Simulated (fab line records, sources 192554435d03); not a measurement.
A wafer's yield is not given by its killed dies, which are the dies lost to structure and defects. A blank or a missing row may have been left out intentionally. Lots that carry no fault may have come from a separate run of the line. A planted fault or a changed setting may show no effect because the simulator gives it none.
Split-lot trial || flow n5_finfet || 7 lots, 39 wafers read, on a route of 1938 steps

## THE SPLIT ITSELF
At N5_PMOS_HMC_CHANNEL_EPI_FIN_RECESS_16 (chemistry HBr/Cl2, target Si, target depth 54 nm, time 18 s), the setting time_s was moved away from the recipe's 18 s on 12 of the 39 wafers read, by -7.2% to +4.3%. The other wafers ran this setting at the recipe's value.

## FROM THE SPLIT TO THE READING: what the file shows between them, 4 steps
- N5_PMOS_HMC_CHANNEL_EPI_PRECLEAN_36: cleans in O3/DIW, time 45 s
- N5_PMOS_HMC_CHANNEL_EPI_PRECLEAN_18: cleans in DHF, time 30 s
- N5_PMOS_HMC_CHANNEL_EPI_SRD_39: time 30 s
- N5_PMOS_HMC_CHANNEL_EPI_CMP_21: polishes SiGe30, target thk 54 nm

## THE READING
Values of HMC_CMP_THK in nm from N5_PMOS_HMC_CHANNEL_EPI_THK_MEAS_22. On this fab line, fault-free wafers typically give 53.9 nm with a standard deviation of 0.6 nm.

{"wafer": "L074.1", "tool, chamber at the split": "rie_si-05, 3", "time_s as run, s": 18, "against the recipe": "recipe", "HMC_CMP_THK, nm": 54.4, "against lot-mates on the recipe": "-"}
{"wafer": "L074.2", "tool, chamber at the split": "rie_si-05, 1", "time_s as run, s": 18.62, "against the recipe": "+3.4%", "HMC_CMP_THK, nm": 55.5, "against lot-mates on the recipe": "+1.8"}
{"wafer": "L074.3", "tool, chamber at the split": "rie_si-05, 0", "time_s as run, s": 18, "against the recipe": "recipe", "HMC_CMP_THK, nm": 53.5, "against lot-mates on the recipe": "-"}
{"wafer": "L074.4", "tool, chamber at the split": "rie_si-05, 2", "time_s as run, s": 18.62, "against the recipe": "+3.4%", "HMC_CMP_THK, nm": 56.0, "against lot-mates on the recipe": "+2.3"}
{"wafer": "L074.5", "tool, chamber at the split": "rie_si-05, 0", "time_s as run, s": 18.62, "against the recipe": "+3.4%", "HMC_CMP_THK, nm": 55.7, "against lot-mates on the recipe": "+2.0"}
{"wafer": "L074.6", "tool, chamber at the split": "rie_si-05, 1", "time_s as run, s": 18, "against the recipe": "recipe", "HMC_CMP_THK, nm": 53.2, "against lot-mates on the recipe": "-"}
{"wafer": "L075.1", "tool, chamber at the split": "rie_si-02, 3", "time_s as run, s": 18, "against the recipe": "recipe", "HMC_CMP_THK, nm": 55.1, "against lot-mates on the recipe": "-"}
{"wafer": "L075.2", "tool, chamber at the split": "rie_si-02, 0", "time_s as run, s": 18.36, "against the recipe": "+2.0%", "HMC_CMP_THK, nm": 55.6, "against lot-mates on the recipe": "+0.7"}
{"wafer": "L075.3", "tool, chamber at the split": "rie_si-02, 1", "time_s as run, s": 18.36, "against the recipe": "+2.0%", "HMC_CMP_THK, nm": 55.2, "against lot-mates on the recipe": "+0.3"}
{"wafer": "L075.4", "tool, chamber at the split": "rie_si-02, 2", "time_s as run, s": 18, "against the recipe": "recipe", "HMC_CMP_THK, nm": 54.5, "against lot-mates on the recipe": "-"}
{"wafer": "L075.5", "tool, chamber at the split": "rie_si-02, 3", "time_s as run, s": 18, "against the recipe": "recipe", "HMC_CMP_THK, nm": 55.0, "against lot-mates on the recipe": "-"}
{"wafer": "L075.6", "tool, chamber at the split": "rie_si-02, 0", "time_s as run, s": 18.36, "against the recipe": "+2.0%", "HMC_CMP_THK, nm": 55.6, "against lot-mates on the recipe": "+0.7"}
{"wafer": "L079.2", "tool, chamber at the split": "rie_si-04, 3", "time_s as run, s": 18, "against the recipe": "recipe", "HMC_CMP_THK, nm": 54.0, "against lot-mates on the recipe": "-"}
{"wafer": "L079.3", "tool, chamber at the split": "rie_si-04, 2", "time_s as run, s": 18, "against the recipe": "recipe", "HMC_CMP_THK, nm": 54.2, "against lot-mates on the recipe": "-"}
{"wafer": "L079.4", "tool, chamber at the split": "rie_si-04, 0", "time_s as run, s": 18, "against the recipe": "recipe", "HMC_CMP_THK, nm": 53.9, "against lot-mates on the recipe": "-"}
{"wafer": "L081.1", "tool, chamber at the split": "rie_si-05, 3", "time_s as run, s": 18, "against the recipe": "recipe", "HMC_CMP_THK, nm": 54.6, "against lot-mates on the recipe": "-"}
{"wafer": "L081.2", "tool, chamber at the split": "rie_si-05, 1", "time_s as run, s": 18, "against the recipe": "recipe", "HMC_CMP_THK, nm": 53.3, "against lot-mates on the recipe": "-"}
{"wafer": "L081.3", "tool, chamber at the split": "rie_si-05, 2", "time_s as run, s": 18, "against the recipe": "recipe", "HMC_CMP_THK, nm": 54.1, "against lot-mates on the recipe": "-"}
{"wafer": "L081.4", "tool, chamber at the split": "rie_si-05, 0", "time_s as run, s": 18, "against the recipe": "recipe", "HMC_CMP_THK, nm": 53.8, "against lot-mates on the recipe": "-"}
{"wafer": "L081.5", "tool, chamber at the split": "rie_si-05, 3", "time_s as run, s": 18, "against the recipe": "recipe", "HMC_CMP_THK, nm": 54.7, "against lot-mates on the recipe": "-"}
{"wafer": "L081.6", "tool, chamber at the split": "rie_si-05, 0", "time_s as run, s": 18, "against the recipe": "recipe", "HMC_CMP_THK, nm": 53.7, "against lot-mates on the recipe": "-"}
{"wafer": "L087.1", "tool, chamber at the split": "rie_si-05, 1", "time_s as run, s": 16.7, "against the recipe": "-7.2%", "HMC_CMP_THK, nm": 49.3, "against lot-mates on the recipe": -4.6}
{"wafer": "L087.2", "tool, chamber at the split": "rie_si-05, 0", "time_s as run, s": 18, "against the recipe": "recipe", "HMC_CMP_THK, nm": 53.3, "against lot-mates on the recipe": "-"}
{"wafer": "L087.3", "tool, chamber at the split": "rie_si-05, 3", "time_s as run, s": 16.7, "against the recipe": "-7.2%", "HMC_CMP_THK, nm": 50.5, "against lot-mates on the recipe": -3.4}
{"wafer": "L087.4", "tool, chamber at the split": "rie_si-05, 2", "time_s as run, s": 18, "against the recipe": "recipe", "HMC_CMP_THK, nm": 53.6, "against lot-mates on the recipe": "-"}
{"wafer": "L087.5", "tool, chamber at the split": "rie_si-05, 3", "time_s as run, s": 18, "against the recipe": "recipe", "HMC_CMP_THK, nm": 54.8, "against lot-mates on the recipe": "-"}
{"wafer": "L087.6", "tool, chamber at the split": "rie_si-05, 0", "time_s as run, s": 16.7, "against the recipe": "-7.2%", "HMC_CMP_THK, nm": 49.3, "against lot-mates on the recipe": -4.6}
{"wafer": "L090.1", "tool, chamber at the split": "rie_si-02, 2", "time_s as run, s": 18.77, "against the recipe": "+4.3%", "HMC_CMP_THK, nm": 55.6, "against lot-mates on the recipe": "+2.2"}
{"wafer": "L090.2", "tool, chamber at the split": "rie_si-02, 0", "time_s as run, s": 18, "against the recipe": "recipe", "HMC_CMP_THK, nm": 53.8, "against lot-mates on the recipe": "-"}
{"wafer": "L090.3", "tool, chamber at the split": "rie_si-02, 3", "time_s as run, s": 18, "against the recipe": "recipe", "HMC_CMP_THK, nm": 54.0, "against lot-mates on the recipe": "-"}
{"wafer": "L090.4", "tool, chamber at the split": "rie_si-02, 1", "time_s as run, s": 18.77, "against the recipe": "+4.3%", "HMC_CMP_THK, nm": 55.5, "against lot-mates on the recipe": "+2.1"}
{"wafer": "L090.5", "tool, chamber at the split": "rie_si-02, 0", "time_s as run, s": 18.77, "against the recipe": "+4.3%", "HMC_CMP_THK, nm": 55.4, "against lot-mates on the recipe": "+2.0"}
{"wafer": "L090.6", "tool, chamber at the split": "rie_si-02, 1", "time_s as run, s": 18, "against the recipe": "recipe", "HMC_CMP_THK, nm": 52.5, "against lot-mates on the recipe": "-"}
{"wafer": "L094.1", "tool, chamber at the split": "rie_si-04, 3", "time_s as run, s": 18, "against the recipe": "recipe", "HMC_CMP_THK, nm": 53.6, "against lot-mates on the recipe": "-"}
{"wafer": "L094.2", "tool, chamber at the split": "rie_si-04, 0", "time_s as run, s": 18, "against the recipe": "recipe", "HMC_CMP_THK, nm": 54.0, "against lot-mates on the recipe": "-"}
{"wafer": "L094.3", "tool, chamber at the split": "rie_si-04, 1", "time_s as run, s": 18, "against the recipe": "recipe", "HMC_CMP_THK, nm": 54.3, "against lot-mates on the recipe": "-"}
{"wafer": "L094.4", "tool, chamber at the split": "rie_si-04, 2", "time_s as run, s": 18, "against the recipe": "recipe", "HMC_CMP_THK, nm": 54.6, "against lot-mates on the recipe": "-"}
{"wafer": "L094.5", "tool, chamber at the split": "rie_si-04, 2", "time_s as run, s": 18, "against the recipe": "recipe", "HMC_CMP_THK, nm": 54.0, "against lot-mates on the recipe": "-"}
{"wafer": "L094.6", "tool, chamber at the split": "rie_si-04, 3", "time_s as run, s": 18, "against the recipe": "recipe", "HMC_CMP_THK, nm": 53.7, "against lot-mates on the recipe": "-"}

FIT RESULTS
A straight line over all 39 wafers: HMC_CMP_THK changes by +0.539 nm for each +1% of time_s; r = +0.92; the points scatter about the line by 0.6 nm.
The same after taking each lot's own level away (the mean of its wafers on the recipe; 39 wafers): +0.551 nm for each +1%; r = +0.95; scatter 0.47 nm.
That fit puts the effect of the largest move of time_s on the reading at 4 nm.
Measured against the standard deviation above, the lots' own levels, which go from 53.43 to 54.87 nm, span 2.4 times it.
Hence the lot-to-lot level has little effect on the slope; both slopes agree.
Check: -3.87 nm against its lot-mates is what the line predicts for one of the wafers moved furthest among these (-7.2%) when that wafer is left out of the fit. It came out at -4.6 nm against them.

## THE WHOLE CHAIN: every reading that the file lists as answering this split, in the file's order
{"step": "N5_PMOS_HMC_CHANNEL_EPI_FIN_RECESS_16", "what it does": "chemistry HBr/Cl2, target Si, target depth 54 nm, time 18 s", "reading": "PMOS_HMC_CHANNEL_EPI.feature_depth_nm (the simulator's own value, which no gauge read)", "change (the file's fit)": "+0.541 nm for each +1% of the setting", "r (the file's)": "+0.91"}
{"step": "N5_PMOS_HMC_CHANNEL_EPI_FIN_RECESS_16", "what it does": "chemistry HBr/Cl2, target Si, target depth 54 nm, time 18 s", "reading": "etch.depth_nm (the simulator's own value, which no gauge read)", "change (the file's fit)": "+0.541 nm for each +1% of the setting", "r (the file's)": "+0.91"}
{"step": "N5_PMOS_HMC_CHANNEL_EPI_THK_MEAS_22", "what it does": "", "reading": "HMC_CMP_THK", "change (the file's fit)": "+0.544 for each +1% of the setting", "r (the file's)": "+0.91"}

## THE FILE'S OWN FIT
HMC_CMP_THK changes by +0.544 nm for each +1% of time_s, r = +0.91.
